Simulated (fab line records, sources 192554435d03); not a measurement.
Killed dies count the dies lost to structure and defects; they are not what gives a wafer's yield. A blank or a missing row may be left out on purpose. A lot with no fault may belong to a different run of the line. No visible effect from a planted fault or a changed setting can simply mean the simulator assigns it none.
Matching of chambers | flow n5-finfet | cmp-02 running N5_PMOS_HMC_CHANNEL_EPI_CMP_21: 4 sister chambers
The step polishes SiGe30, target thk 54 nm. 4 wafers are shown with their chamber, then 8 later ones without.

WAFERS PAIRED WITH THEIR CHAMBERS
wafer  | chamber | motor-current-A (A)
L085.5 | 0       | 14.6
L087.4 | 2       | 14.0
L087.6 | 1       | 11.8
L088.1 | 3       | 11.7

WAFERS WITHOUT THEIR CHAMBER
wafer  | motor-current-A (A)
L088.5 | 11.0
L088.6 | 14.5
L090.1 | 12.3
L090.2 | 11.4
L090.6 | 12.1
L096.1 | 14.3
L096.4 | 14.2
L096.5 | 13.3

WHICH CHAMBER EACH WENT THROUGH
wafer  | from the rows above          | in truth
L088.5 | can't be placed: 3 or 1      | 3
L088.6 | can't be placed: 0 or 2      | 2
L090.1 | can't be placed: 1 or 3      | 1
L090.2 | can't be placed: 3 or 1      | 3
L090.6 | can't be placed: 1 or 3      | 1
L096.1 | can't be placed: 0 or 2      | 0
L096.4 | can't be placed: 2 or 0      | 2
L096.5 | can't be placed: 2 or 0 or 1 | 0
Correct placement for 0 of the 8. Not placeable from these rows: 8 (in 8, the candidates include the true chamber). 0 placed wrongly.
How it was worked out, from the rows above alone: a wafer's distance from a chamber is the root of the sum, over the readings, of the square of ((its reading less the chamber's mean) divided by the reading's scatter). The wafer belongs to the nearest chamber; if the next one is less than 2 further off, it can't be placed. For every chamber, the mean is computed from those of its wafers that are shown. The scatter: root of mean squared gap, hidden wafer to nearest shown wafer, with one shown wafer a chamber.
